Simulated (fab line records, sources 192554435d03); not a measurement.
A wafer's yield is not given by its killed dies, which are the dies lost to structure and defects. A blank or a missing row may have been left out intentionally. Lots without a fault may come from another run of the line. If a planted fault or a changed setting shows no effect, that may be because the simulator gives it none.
fab line records + flow n5-finfet
record
- lots=4
- wafers=12
- last-day=17
route steps=1938 shown BEOL_M0_CUTY@711 BEOL_M0@715 BEOL_M4@1111 PASSIVATION@1936
lots that met no fault: taken from a fault-free run of the same line
start-h: hours from the record's first day to the start of the lot's first wafer shown + wait-h: how many hours have passed since the lot's step before this one + " same as the row above + L1.1+2: several wafers, shown together as one row + - no value, or no start was given + * or withheld: withheld + < > ~ a bound
route shown NAME@n: a module of which the file shows steps, and the number in the route of the first + usual: mean and standard deviation over wafers with no fault + same: alike in all rows + chamber/n: place in a boat + sites: readings site by site + _std_site: the standard deviation of these + _edge_site: the outer-site mean with the inner-site mean subtracted + radius-mm: how far each site lies from the wafer's centre + mask NAME#n: copy n + behind: the most recent tool/chamber to have shaped the wafer + hold: the reason the lot was held/the length of the hold in hours/how it ended + device: the transistor (n, p or np) that didn't switch + end of line: at the end of the route, the tests of the same wafers + a step given without rows: its recipe and nothing more + killed: not the wafer's yield, but the dies lost to structure and defects at the first sort + map: a wafer's dies, x killed, . not, _ none there
set.NAME: the run value of the setting; set.NAME@STEP: its run value at that earlier step + model.NAME: the simulator's own value behind a step, which no gauge read
a table for each step, a row for each wafer; lots at some steps of the route
services: from which hour (start-h, from the record's first day; less than 0 if before it) a tool's chamber was out of use, for how many hours, and why
## steps
# step N5_BEOL_M0_CUTY_DESCUM_61
# recipe
- chemistry=O2
- time-s=7.9
- source-power-w=50
- bias-power-w=20
- pressure-mtorr=20
- rf-frequency-hz=2.712e+07
- temp-c=40
- resist=CAR-ArF-block
- o2-flow-sccm=225
# step N5_BEOL_M0_CUTY_ETCH_62
# recipe
- chemistry=CF4
- target=SiARC
- mask-material=CAR-ArF-block
- time-s=58.5
- ion-energy-ev=80
- pressure-mtorr=40
- source-w=545
- bias-w=36
- Ar_flow_sccm=100
- cf4-flow-sccm=100
- ends=cleared
# step N5_BEOL_M0_CUTY_ETCH_63
# recipe
- chemistry=N2/H2
- target=SOC
- target-depth-a=827
- overetch-a=165
- mask-material=SiARC
- temp-c=40
- ion-energy-ev=200
- time-s=124
- pressure-mtorr=30
- source-w=840
- bias-w=150
- n2-flow-sccm=200
- h2-flow-sccm=200
# step N5_BEOL_M0_CUTY_STRIP_64
# recipe
- chemistry=N2/H2
- temp-c=40
- n2-flow-sccm=200
- h2-flow-sccm=200
- rf-frequency-hz=6e+07
# step N5_BEOL_M0_ETCH_138
# recipe
- chemistry=CH3F/O2
- target-depth-a=120
- target=SiCN
- time-s=31.6
- ion-energy-ev=120
- pressure-mtorr=30
- source-w=395
- bias-w=75
- Ar_flow_sccm=150
- CH3F_flow_sccm=30
- O2_flow_sccm=20
- ends=cleared
# step N5_BEOL_M0_HM_OPEN_105
# recipe
- chemistry=Cl2/BCl3
- target-depth-a=120
- target=TiN
- ion-energy-ev=150
- pressure-mtorr=10
- icp-w=1000
- bias-w=126
- Cl2_flow_sccm=53.25
- bcl3-flow-sccm=21.75
- Ar_flow_sccm=25
# step N5_BEOL_M0_STRIP_140
# recipe
- chemistry=CF4
- resist=SiARC
- power-w=300
- bias-power-w=75
- pressure-mtorr=50
- cf4-flow-sccm=150
- rf-frequency-hz=6e+07
# step N5_BEOL_M0_STRIP_104
# recipe
- chemistry=N2/H2
- power-w=450
- temp-c=40
- pressure-mtorr=20
- rf-frequency-hz=6e+07
- overash-fraction=0.3
- bias-power-w=7
- h2-frac=0.5
- n2-flow-sccm=200
- h2-flow-sccm=200
# step N5_BEOL_M0_WET_ETCH_106
# recipe
- chemistry=DHF
- dilution=10:1
- temp-c=25
- target=SiO2
- target-depth-a=1300
- dry=ipa-marangoni
- rinse-time-s=30
- rinse-temp-c=23
# step N5_BEOL_M0_ETCH_128
# recipe
- chemistry=CF4/N2
- target-depth-a=120
- overetch-a=51
- target=SiCN
- time-s=21.4
- ion-energy-ev=150
- pressure-mtorr=40
- source-w=430
- bias-w=70
- Ar_flow_sccm=100
- cf4-flow-sccm=60
- n2-flow-sccm=60
# step N5_BEOL_M0_TRENCH_ETCH_107
# recipe
- chemistry=C4F6/O2
- target-depth-a=328
- target=SiOC
- time-s=16.4
- ion-energy-ev=250
- pressure-mtorr=30
- source-w=355
- bias-w=185
- Ar_flow_sccm=300
- C4F6_flow_sccm=10
- O2_flow_sccm=10
# usual
- C4F6_flow_sccm=10.00/0.032
- O2_flow_sccm=10.00/0.03
- chamber-pressure-mTorr=30.003/0.028
- drypump-motor-current-A=5.5/0.48
- oes-product-au=0.80/0.094
- rf-fwd-power-W=349.0/2
- rf-vpp-V=673/13
- showerhead-plenum-p-Torr=2.83/0.096
- throttle-valve-pct=20.8/0.31
| lot.wafer | tool        | chamber | start-h | wait-h | C4F6_flow_sccm | O2_flow_sccm | chamber-pressure-mTorr | drypump-motor-current-A | oes-product-au | rf-fwd-power-W | rf-hours-counter-h | rf-vpp-V | showerhead-plenum-p-Torr | throttle-valve-pct | model.TiN_of_BEOL_M0_SAQP_HM_DEP_02.thk-nm |
|-----------|-------------|---------|---------|--------|----------------|--------------|------------------------|-------------------------|----------------|----------------|--------------------|----------|--------------------------|--------------------|--------------------------------------------|
| L644.1    | rie-diel-04 | 0       | 115.40  | 0.0    | 9.99           | 9.97         | 29.964                 | 5.0                     | 0.71           | 349.5          | 232                | 676      | 2.79                     | 21.0               | 9.6                                        |
| L644.5    | "           | 2       | "       | "      | 10.03          | 9.97         | 29.992                 | 5.1                     | 0.71           | 352.0          | -                  | 665      | 2.80                     | 20.9               | 9.6                                        |
| L644.6    | "           | 3       | "       | "      | 10.03          | 10.03        | 30.000                 | 6.2                     | 0.70           | 345.8          | -                  | 668      | 2.80                     | 20.8               | 9.6                                        |
| L660.4    | rie-diel-02 | 0       | 213.61  | 0.0    | -              | -            | -                      | -                       | -              | -              | -                  | -        | -                        | -                  | 11                                         |
| L660.5    | "           | 0       | "       | "      | -              | -            | -                      | -                       | -              | -              | -                  | -        | -                        | -                  | 11.2                                       |
| L660.6    | "           | 1       | "       | "      | -              | -            | -                      | -                       | -              | -              | -                  | -        | -                        | -                  | 11.2                                       |
| L662.1    | rie-diel-04 | 1       | 218.58  | 0.0    | -              | -            | -                      | -                       | -              | -              | -                  | -        | -                        | -                  | 10.6                                       |
| L662.2    | "           | 0       | "       | "      | -              | -            | -                      | -                       | -              | -              | -                  | -        | -                        | -                  | 10.6                                       |
| L662.3    | "           | 3       | "       | "      | -              | -            | -                      | -                       | -              | -              | -                  | -        | -                        | -                  | 10.8                                       |
| L666.2    | rie-diel-04 | 2       | 251.68  | 0.0    | 10.01          | 9.99         | 29.986                 | 5.1                     | 0.88           | 350.5          | 39                 | 665      | 2.78                     | 20.7               | 9.6                                        |
| L666.3    | "           | 1       | "       | "      | 10.00          | 9.97         | 29.956                 | 6.0                     | 0.70           | 348.3          | 229                | 685      | 2.93                     | 21.3               | 9.4                                        |
| L666.5    | "           | 1       | "       | "      | 10.06          | 10.05        | 30.038                 | 6.0                     | 0.70           | 348.2          | -                  | 683      | 2.93                     | 21.3               | 9.6                                        |
# step N5_BEOL_M0_STRIP_142
# recipe
- chemistry=N2/H2
- time-s=10
- power-w=450
- temp-c=40
- pressure-mtorr=20
- rf-frequency-hz=6e+07
- bias-power-w=7
- n2-flow-sccm=200
- h2-flow-sccm=200
# step N5_BEOL_M0_OCD_MEAS_108
# usual
- trench-depth-nm=32.8/0.66
| lot.wafer | tool   | chamber | start-h | wait-h | trench-depth-nm |
|-----------|--------|---------|---------|--------|-----------------|
| L644.1    | ocd-01 | -       | 115.51  | 0.1    | 32.4            |
| L644.5    | "      | -       | "       | "      | 32.7            |
| L644.6    | "      | -       | "       | "      | 32.0            |
| L660.4    | ocd-02 | -       | 213.72  | 0.1    | 0               |
| L660.5    | "      | -       | "       | "      | 0.5             |
| L660.6    | "      | -       | "       | "      | 0               |
| L662.1    | ocd-02 | -       | 218.68  | 0.1    | 0               |
| L662.2    | "      | -       | "       | "      | 0               |
| L662.3    | "      | -       | "       | "      | 0.1             |
| L666.2    | ocd-02 | -       | 251.78  | 0.1    | 33.4            |
| L666.3    | "      | -       | "       | "      | 32.7            |
| L666.5    | "      | -       | "       | "      | 33.1            |
# step N5_BEOL_M0_HM_STRIP_129
# recipe
- chemistry=peroxide-tin-strip
- material=TiN
- target-depth-a=170
- temp-c=50
- time-s=108
# step N5_BEOL_M4_RC_MEAS_101
# usual
- DIBL_N=35.8/1.5
- DIBL_P=35.9/1.8
- IOFF_N=0.152/0.025
- IOFF_P=0.21/0.031
- ION_N=672/11
- ION_P=462/7.4
- SS_N=71.5/0.52
- SS_P=73.2/0.54
- VT_N=250/3
- VT_P=-250/3.3
| lot.wafer | tool      | chamber | start-h | wait-h | DIBL_N[mV/V] | DIBL_P[mV/V] | IOFF_N[nA/um] | IOFF_P[nA/um] | ION_N[uA/um] | ION_P[uA/um] | SS_N[mV/dec] | SS_P[mV/dec] | VT_N[mV] | VT_P[mV] |
|-----------|-----------|---------|---------|--------|--------------|--------------|---------------|---------------|--------------|--------------|--------------|--------------|----------|----------|
| L644.1    | prober-02 | 0       | 171.86  | 0.0    | 37.5         | 37.0         | 0.167         | 0.24          | 668          | 461          | 71.9         | 72.3         | 249      | -248     |
| L644.5    | "         | 0       | "       | "      | 35.3         | 35.3         | 0.140         | 0.21          | 670          | 465          | 71.8         | 73.0         | 251      | -248     |
| L644.6    | "         | 0       | "       | "      | 36.5         | 36.3         | 0.156         | 0.22          | 673          | 466          | 71.8         | 73.5         | 250      | -249     |
| L666.2    | prober-01 | 0       | 303.50  | 0.2    | 34.3         | 33.5         | 0.120         | 0.19          | 653          | 455          | 70.4         | 72.2         | 256      | -250     |
| L666.3    | "         | 0       | "       | "      | 38.3         | 38.4         | 0.200         | 0.28          | 685          | 470          | 71.4         | 72.8         | 249      | -244     |
| L666.5    | "         | 0       | "       | "      | 33.3         | 32.8         | 0.114         | 0.18          | 656          | 455          | 70.2         | 72.3         | 252      | -251     |
# step N5_PASSIVATION_PROBE_49
# usual
- defect-limited-yield=91.7/1.7
- killed_at_M0_to_M3=34/10
- killed_at_M4_up=13/5.1
- killed-at-contacts=12/6.2
- killed-at-front-end=36/12
- killed-at-other=3.2/2.6
- killed-dies=98/20
- killed-on-rim=13/4.5
- killed-open=65/13
- killed-short=32/8.4
- sort_bin_5_function=4.8/1.1
- sort_bin_6_memory=3.2/0.74
- sort-n-pass=1082/20
- sort-yield-pct=91.7/1.7
# same
- gross-dies=1180
- killed-at-back-side=0
- sort_bin_4_leakage[%]=0
- sort_bin_8_speed[%]=0
| lot.wafer | tool      | chamber | start-h | wait-h | defect-limited-yield[%] | killed_at_M0_to_M3 | killed_at_M4_up | killed-at-contacts | killed-at-front-end | killed-at-other | killed-dies | killed-on-rim | killed-open | killed-short | sort_bin_5_function[%] | sort_bin_6_memory[%] | sort-n-pass | sort-yield-pct[%] |
|-----------|-----------|---------|---------|--------|-------------------------|--------------------|-----------------|--------------------|---------------------|-----------------|-------------|---------------|-------------|--------------|------------------------|----------------------|-------------|-------------------|
| L660.4    | prober-02 | -       | 368.55  | 0.2    | 0                       | 1118               | 13              | 13                 | 30                  | 6               | 1180        | 152           | 80          | 28           | 95.1                   | 4.4                  | 0           | 0                 |
| L660.5    | prober-02 | -       | 368.60  | 0.2    | 0                       | 1097               | 13              | 19                 | 49                  | 2               | 1180        | 152           | 70          | 33           | 96.6                   | 3.1                  | 0           | 0                 |
| L660.6    | prober-02 | -       | 368.65  | 0.3    | 0                       | 1112               | 36              | 7                  | 22                  | 3               | 1180        | 152           | 69          | 38           | 96.0                   | 3.7                  | 0           | 0                 |
| L662.1    | prober-02 | -       | 376.49  | 0.0    | 0                       | 1089               | 7               | 19                 | 62                  | 3               | 1180        | 152           | 83          | 43           | 95.4                   | 4.1                  | 0           | 0                 |
| L662.2    | prober-02 | -       | 376.54  | 0.1    | 0                       | 1095               | 14              | 7                  | 61                  | 3               | 1180        | 152           | 83          | 46           | 94.8                   | 4.6                  | 0           | 0                 |
| L662.3    | prober-02 | -       | 376.59  | 0.1    | 0                       | 1125               | 10              | 8                  | 34                  | 3               | 1180        | 152           | 66          | 27           | 96.6                   | 3.3                  | 0           | 0                 |
| L666.2    | prober-02 | -       | 412.97  | 0.1    | 92.9                    | 34                 | 18              | 8                  | 22                  | 2               | 84          | 12            | 58          | 24           | 4.1                    | 2.3                  | 1096        | 92.9              |
| L666.3    | prober-02 | -       | 413.02  | 0.1    | 91.3                    | 27                 | 19              | 10                 | 45                  | 2               | 103         | 22            | 66          | 36           | 6.0                    | 2.5                  | 1077        | 91.3              |
| L666.5    | prober-02 | -       | 413.12  | 0.2    | 92.1                    | 33                 | 10              | 10                 | 35                  | 5               | 93          | 10            | 56          | 32           | 4.7                    | 3.0                  | 1087        | 92.1              |
# killed by level:class
L660.4 BEOL_M0:area-etch=1072 FIN_SAQP:geometric-particle:open=14 BEOL_M0_SAQP:geometric-particle:open=13 MOL_CONTACT_COAG:geometric-particle:open=12 BEOL_M2:geometric-particle:open=8 BEOL_M3:geometric-particle:open=7 BEOL_M4:geometric-particle:open=7 FIN_SAQP:geometric-particle:short=6
L660.5 BEOL_M0:area-etch=1077 STI_FIN_REVEAL:geometric-particle:open=19 MOL_CONTACT_COAG:geometric-particle:open=15 FIN_SAQP:geometric-particle:short=12 BEOL_M0_SAQP:geometric-particle:open=7 BEOL_M4:geometric-particle:open=7 FIN_SAQP:geometric-particle:open=5 BEOL_M3:geometric-particle:open=5
L660.6 BEOL_M0:area-etch=1072 BEOL_M4:geometric-particle:open=23 BEOL_M0_SAQP:geometric-particle:short=15 BEOL_M0_SAQP:geometric-particle:open=12 STARTING-WAFER:geometric-particle:short=6 MOL_CONTACT_COAG:geometric-particle:open=5 DUMMY_GATE:geometric-particle:open=4 BEOL_M3:geometric-particle:open=4
L662.1 BEOL_M0:area-etch=1054 BEOL_M2:geometric-particle:open=15 FIN_SAQP:geometric-particle:short=14 MOL_CONTACT_COAG:geometric-particle:open=14 STI_FIN_REVEAL:geometric-particle:open=13 FIN_SAQP:geometric-particle:open=10 GATE_CUT:geometric-particle:short=8 BEOL_M0_SAQP:geometric-particle:open=7
L662.2 BEOL_M0:area-etch=1051 BEOL_M2:geometric-particle:open=13 FIN_SAQP:geometric-particle:short=11 GATE_CUT:geometric-particle:short=11 BEOL_M0_SAQP:geometric-particle:open=11 FIN_SAQP:geometric-particle:open=8 STI_FIN_REVEAL:geometric-particle:open=8 BEOL_M4:geometric-particle:open=6
L662.3 BEOL_M0:area-etch=1087 BEOL_M0_SAQP:geometric-particle:open=13 STI_FIN_REVEAL:geometric-particle:open=8 MOL_CONTACT_COAG:geometric-particle:open=7 GATE_CUT:geometric-particle:short=7 BEOL_M0_SAQP:geometric-particle:short=7 BEOL_M1:geometric-particle:open=6 BEOL_M4:geometric-particle:open=6
L666.2 BEOL_M0_SAQP:geometric-particle:open=8 MOL_CONTACT_COAG:geometric-particle:open=7 BEOL_M2:geometric-particle:open=6 BEOL_M1:geometric-particle:open=6 FIN_SAQP:geometric-particle:open=5 BEOL_M0_SAQP:geometric-particle:short=5 STI_FIN_REVEAL:geometric-particle:open=4 BEOL_M5:geometric-particle:short=4
L666.3 FIN_SAQP:geometric-particle:short=8 STI_FIN_REVEAL:geometric-particle:open=8 MOL_CONTACT_COAG:geometric-particle:open=8 BEOL_M0_SAQP:geometric-particle:short=8 BEOL_M4:geometric-particle:open=6 FIN_SAQP:geometric-particle:open=5 DUMMY_GATE:geometric-particle:open=5 BEOL_M3:geometric-particle:open=5
L666.5 BEOL_M0_SAQP:geometric-particle:short=9 FIN_SAQP:geometric-particle:open=8 MOL_CONTACT_COAG:geometric-particle:open=8 BEOL_M1:geometric-particle:short=6 FIN_SAQP:geometric-particle:short=5 DUMMY_GATE:geometric-particle:open=4 BEOL_M1:geometric-particle:open=4 BEOL_M2:geometric-particle:open=4
# map L660.4 (x killed, . not)
_________________xxxxxxxxxxxx________________
______________xxxxxxxxxxxxxxxxxx_____________
___________xxxxxxxxxxxxxxxxxxxxxxxx__________
__________xxxxxxxxxxxxxxxxxxxxxxxxxx_________
________xxxxxxxxxxxxxxxxxxxxxxxxxxxxxx_______
_______xxxxxxxxxxxxxxxxxxxxxxxxxxxxxxxx______
______xxxxxxxxxxxxxxxxxxxxxxxxxxxxxxxxxx_____
_____xxxxxxxxxxxxxxxxxxxxxxxxxxxxxxxxxxxx____
____xxxxxxxxxxxxxxxxxxxxxxxxxxxxxxxxxxxxxx___
___xxxxxxxxxxxxxxxxxxxxxxxxxxxxxxxxxxxxxxxx__
___xxxxxxxxxxxxxxxxxxxxxxxxxxxxxxxxxxxxxxxx__
__xxxxxxxxxxxxxxxxxxxxxxxxxxxxxxxxxxxxxxxxxx_
__xxxxxxxxxxxxxxxxxxxxxxxxxxxxxxxxxxxxxxxxxx_
_xxxxxxxxxxxxxxxxxxxxxxxxxxxxxxxxxxxxxxxxxxxx
_xxxxxxxxxxxxxxxxxxxxxxxxxxxxxxxxxxxxxxxxxxxx
_xxxxxxxxxxxxxxxxxxxxxxxxxxxxxxxxxxxxxxxxxxxx
_xxxxxxxxxxxxxxxxxxxxxxxxxxxxxxxxxxxxxxxxxxxx
_xxxxxxxxxxxxxxxxxxxxxxxxxxxxxxxxxxxxxxxxxxxx
_xxxxxxxxxxxxxxxxxxxxxxxxxxxxxxxxxxxxxxxxxxxx
_xxxxxxxxxxxxxxxxxxxxxxxxxxxxxxxxxxxxxxxxxxxx
_xxxxxxxxxxxxxxxxxxxxxxxxxxxxxxxxxxxxxxxxxxxx
__xxxxxxxxxxxxxxxxxxxxxxxxxxxxxxxxxxxxxxxxxx_
__xxxxxxxxxxxxxxxxxxxxxxxxxxxxxxxxxxxxxxxxxx_
___xxxxxxxxxxxxxxxxxxxxxxxxxxxxxxxxxxxxxxxx__
___xxxxxxxxxxxxxxxxxxxxxxxxxxxxxxxxxxxxxxxx__
____xxxxxxxxxxxxxxxxxxxxxxxxxxxxxxxxxxxxxx___
_____xxxxxxxxxxxxxxxxxxxxxxxxxxxxxxxxxxxx____
______xxxxxxxxxxxxxxxxxxxxxxxxxxxxxxxxxx_____
_______xxxxxxxxxxxxxxxxxxxxxxxxxxxxxxxx______
________xxxxxxxxxxxxxxxxxxxxxxxxxxxxxx_______
__________xxxxxxxxxxxxxxxxxxxxxxxxxx_________
___________xxxxxxxxxxxxxxxxxxxxxxxx__________
______________xxxxxxxxxxxxxxxxxx_____________
_________________xxxxxxxxxxxx________________
# map L662.1 (x killed, . not)
_________________xxxxxxxxxxxx________________
______________xxxxxxxxxxxxxxxxxx_____________
___________xxxxxxxxxxxxxxxxxxxxxxxx__________
__________xxxxxxxxxxxxxxxxxxxxxxxxxx_________
________xxxxxxxxxxxxxxxxxxxxxxxxxxxxxx_______
_______xxxxxxxxxxxxxxxxxxxxxxxxxxxxxxxx______
______xxxxxxxxxxxxxxxxxxxxxxxxxxxxxxxxxx_____
_____xxxxxxxxxxxxxxxxxxxxxxxxxxxxxxxxxxxx____
____xxxxxxxxxxxxxxxxxxxxxxxxxxxxxxxxxxxxxx___
___xxxxxxxxxxxxxxxxxxxxxxxxxxxxxxxxxxxxxxxx__
___xxxxxxxxxxxxxxxxxxxxxxxxxxxxxxxxxxxxxxxx__
__xxxxxxxxxxxxxxxxxxxxxxxxxxxxxxxxxxxxxxxxxx_
__xxxxxxxxxxxxxxxxxxxxxxxxxxxxxxxxxxxxxxxxxx_
_xxxxxxxxxxxxxxxxxxxxxxxxxxxxxxxxxxxxxxxxxxxx
_xxxxxxxxxxxxxxxxxxxxxxxxxxxxxxxxxxxxxxxxxxxx
_xxxxxxxxxxxxxxxxxxxxxxxxxxxxxxxxxxxxxxxxxxxx
_xxxxxxxxxxxxxxxxxxxxxxxxxxxxxxxxxxxxxxxxxxxx
_xxxxxxxxxxxxxxxxxxxxxxxxxxxxxxxxxxxxxxxxxxxx
_xxxxxxxxxxxxxxxxxxxxxxxxxxxxxxxxxxxxxxxxxxxx
_xxxxxxxxxxxxxxxxxxxxxxxxxxxxxxxxxxxxxxxxxxxx
_xxxxxxxxxxxxxxxxxxxxxxxxxxxxxxxxxxxxxxxxxxxx
__xxxxxxxxxxxxxxxxxxxxxxxxxxxxxxxxxxxxxxxxxx_
__xxxxxxxxxxxxxxxxxxxxxxxxxxxxxxxxxxxxxxxxxx_
___xxxxxxxxxxxxxxxxxxxxxxxxxxxxxxxxxxxxxxxx__
___xxxxxxxxxxxxxxxxxxxxxxxxxxxxxxxxxxxxxxxx__
____xxxxxxxxxxxxxxxxxxxxxxxxxxxxxxxxxxxxxx___
_____xxxxxxxxxxxxxxxxxxxxxxxxxxxxxxxxxxxx____
______xxxxxxxxxxxxxxxxxxxxxxxxxxxxxxxxxx_____
_______xxxxxxxxxxxxxxxxxxxxxxxxxxxxxxxx______
________xxxxxxxxxxxxxxxxxxxxxxxxxxxxxx_______
__________xxxxxxxxxxxxxxxxxxxxxxxxxx_________
___________xxxxxxxxxxxxxxxxxxxxxxxx__________
______________xxxxxxxxxxxxxxxxxx_____________
_________________xxxxxxxxxxxx________________
## services
| tool        | chamber | start-h | hours | kind                          |
|-------------|---------|---------|-------|-------------------------------|
| rie-diel-04 | 2       | 139.87  | -     | clean                         |
| rie-diel-04 | 2       | 139.87  | -     | consumable-replace:focus-ring |
| rie-diel-04 | 2       | 139.87  | 23.9  | scheduled-down                |
| rie-diel-04 | 2       | 139.87  | 23.9  | vent-cycle                    |
| rie-diel-04 | 3       | 163.89  | -     | clean                         |
| rie-diel-04 | 3       | 163.89  | -     | consumable-replace:focus-ring |
| rie-diel-04 | 3       | 163.89  | 13.6  | scheduled-down                |
| rie-diel-04 | 3       | 163.89  | 13.6  | vent-cycle                    |
| rie-diel-02 | 1       | 166.72  | -     | clean                         |
| rie-diel-02 | 1       | 166.72  | -     | consumable-replace:focus-ring |
| rie-diel-02 | 1       | 166.72  | 15.5  | scheduled-down                |
| rie-diel-02 | 1       | 166.72  | 15.5  | vent-cycle                    |
| rie-diel-04 | 0       | 177.63  | -     | clean                         |
| rie-diel-04 | 0       | 177.63  | -     | consumable-replace:focus-ring |
| rie-diel-04 | 0       | 177.63  | 29.9  | scheduled-down                |
| rie-diel-04 | 0       | 177.63  | 29.9  | vent-cycle                    |
| rie-diel-04 | 0       | 244.97  | 22.3  | repair                        |
## key
first-sign
- step=N5_BEOL_M0_TRENCH_ETCH_107
- reading=tool-record
- direction=missing
effect
- step=N5_BEOL_M0_OCD_MEAS_108
- reading=trench-depth-nm
- direction=down
- sigmas=50
- usual=32.8
- struck=0.1
effect
- step=N5_PASSIVATION_PROBE_49
- reading=killed_at_M0_to_M3
- direction=up
- sigmas=99+
- usual=34
- struck=1106
model-effect
- step=N5_BEOL_M0_TRENCH_ETCH_107
- value=TiN_of_BEOL_M0_SAQP_HM_DEP_02.thk-nm
- without=9.533
- struck=10.9
more-kills-born-at
- N5_BEOL_M0_TRENCH_ETCH_107@rie-diel-02=3221
- N5_BEOL_M0_TRENCH_ETCH_107@rie-diel-04=3192
met-at N5_BEOL_M0_TRENCH_ETCH_107
struck-wafers L660.4,L660.5,L660.6,L662.1,L662.2,L662.3
later-rows-left-out L660.4,L660.5,L660.6,L662.1,L662.2,L662.3
onset-between 115.40 213.61
fault
- kind=skipped-step-whole
- tool=rie-diel-02,rie-diel-04
- chamber=-
- onset-h=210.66
- steps=N5_BEOL_M0_TRENCH_ETCH_107
- scope=struck-lots-only
# later-rows-left-out: the simulator's readings of these wafers behind a module that went badly wrong aren't trusted and aren't shown, but for the sort
